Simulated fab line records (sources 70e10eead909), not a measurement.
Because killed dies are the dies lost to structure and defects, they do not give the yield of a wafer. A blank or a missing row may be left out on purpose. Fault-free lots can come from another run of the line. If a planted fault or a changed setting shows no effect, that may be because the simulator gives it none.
Struck lot and sound lot, side by side -- flow nand_harc -- 20 out of 1159 route steps
Sound: wafers L255.2, L255.3, L255.5. Wafers struck: L259.4, L259.5, L259.6. Last of all comes the cause.
Per side, at each step with rows, come the tool, then ch with its chambers, and then its first start. Under that, the readings that differ: sound wafers -- struck wafers -- difference of the means -- sigmas: that difference in standard deviations of wafers without a fault.
alike: words and numbers the same on both sides, and readings whose means are apart by under 2 such deviations; not compared: readings that were withheld, readings missing a value for some wafer, numbers with overlapping values and no deviation given by the record, and bounds like >300 which may hide the same value.
A row with sigmas, a row that says differs or no value, or rows on one side alone: a step with any of these is where the two part. When numbers do not overlap yet have no deviation, they are printed without sigmas and do not part them. A reading that every wafer of one side lacks parts them only if that side has two wafers or more.

NHARC_P_ZERO_WELL_CD_MEAS_11 targets a cd of 500 nm.
  sound on cd_sem-01 ch 0, day 1 13:21; struck on cd_sem-02 ch 0, day 2 13:15
  alike: cd_nm
then, 1 step without rows for these wafers: NHARC_P_ZERO_WELL_HARDBAKE_12 (time 65 s).
NHARC_P_ZERO_WELL_DESCUM_13: chemistry O2, time 3 s.
  sound on rie_diel-09 ch 0,3, day 1 13:30; struck on rie_diel-09 ch 0,1, day 2 13:24
  alike: drypump_motor_current_A, oes_product_au, rf_vpp_V, showerhead_plenum_p_Torr, throttle_valve_pct
  not compared: rf_hours_counter_h
NHARC_P_ZERO_WELL_ETCH_65: etches the open film in N2/H2, target depth 80 nm, overetch 24 nm, time 87.88 s.
  sound on rie_diel-09 ch 2,3, day 1 13:35; struck on rie_diel-09 ch 0,2,3, day 2 13:30
  alike: drypump_motor_current_A, oes_product_au, rf_vpp_V, showerhead_plenum_p_Torr, throttle_valve_pct
  not compared: rf_hours_counter_h
NHARC_P_ZERO_WELL_ETCH_62: etches the open film in CHF3/Ar, target depth 13 nm, time 6.5 s.
  sound: rie_diel-09 ch 0,3; struck: rie_diel-09 ch 2,3
  alike: drypump_motor_current_A, oes_product_au, rf_vpp_V, showerhead_plenum_p_Torr, throttle_valve_pct
  not compared: rf_hours_counter_h
NHARC_P_ZERO_WELL_ETCH_63: etches the open film in HBr/Cl2, target depth 120 nm, time 40.1 s.
  sound on rie_si-04 ch 0,2,3, day 1 13:46; struck on rie_si-05 ch 0,1,3, day 2 13:41
  alike: drypump_motor_current_A, mfc_cl2_sccm, oes_product_au, throttle_valve_pct
  not compared: rf_hours_counter_h
then, 6 steps without rows for these wafers: NHARC_P_ZERO_WELL_STRIP_15 (strips in SPM, time 900 s); NHARC_P_ZERO_WELL_DEHYDRATE_16 (time 120 s); NHARC_P_ZERO_WELL_HMDS_17 (time 30 s); NHARC_P_ZERO_WELL_COAT_18; NHARC_P_ZERO_WELL_SOFTBAKE_19 (time 95 s); NHARC_P_ZERO_WELL_EBR_20.
NHARC_P_ZERO_WELL_EXPOSE_21: exposes mask P NWELL, target cd 720 nm.
  sound on krf_scanner-02 ch 0, day 1 14:32; struck on krf_scanner-03 ch 0, day 2 14:27
reading,sound,struck,difference,sigmas
exposure_dose_mJ_cm2,22.339 22.295 22.287,28.677 28.676 28.676,+6.369,+99 or more
  alike: mask, focus_offset_nm
then, 2 steps without rows for these wafers: NHARC_P_ZERO_WELL_PEB_22 (peb time 85 s); NHARC_P_ZERO_WELL_DEVELOP_23 (time 70 s).
NHARC_P_ZERO_WELL_CD_MEAS_24 targets a cd of 720 nm.
  sound on cd_sem-01 ch 0, day 1 14:41; struck on cd_sem-03 ch 0, day 2 14:35
reading,sound,struck,difference,sigmas
cd_nm (nm),719.6 719.0 720.9,761.5 762.1 761.7,+41.9,+28
then, 1 step without rows for these wafers: NHARC_P_ZERO_WELL_HARDBAKE_25 (time 80 s).
NHARC_P_ZERO_WELL_DESCUM_26: chemistry O2, time 3 s.
  sound on rie_diel-03 ch 2,3, day 1 14:51; struck on rie_diel-04 ch 0,1,2, day 2 14:46
reading,sound,struck,difference,sigmas
model.P_ZERO_WELL.cd_nm (nm),719.5 718.6 720.7,761.7 762 761.2,+42.0,
  alike: drypump_motor_current_A, oes_product_au, rf_vpp_V, showerhead_plenum_p_Torr, throttle_valve_pct
  not compared: rf_hours_counter_h
then, 1 step without rows for these wafers: NHARC_P_ZERO_WELL_IMPLANT_27.
-- jump in the record: it breaks off in module P_ZERO_WELL and resumes in module END (first step shown: number 1159 of the route), and 18 days separate the struck wafers' starts before and after --
NHARC_END_SORT_01:
  only the struck wafers appear in the record here, on prober-02 ch 0 at day 20 07:01; the sound ones have no rows

## WHERE THEY PART
At NHARC_P_ZERO_WELL_EXPOSE_21 first; at NHARC_END_SORT_01 last (within this record only).

WHY: whatever the simulator had introduced
Process parameter drift: krf_scanner-03, from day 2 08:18 on, at NHARC_P_ZERO_WELL_EXPOSE_21. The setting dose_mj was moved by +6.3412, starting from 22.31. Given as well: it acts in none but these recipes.
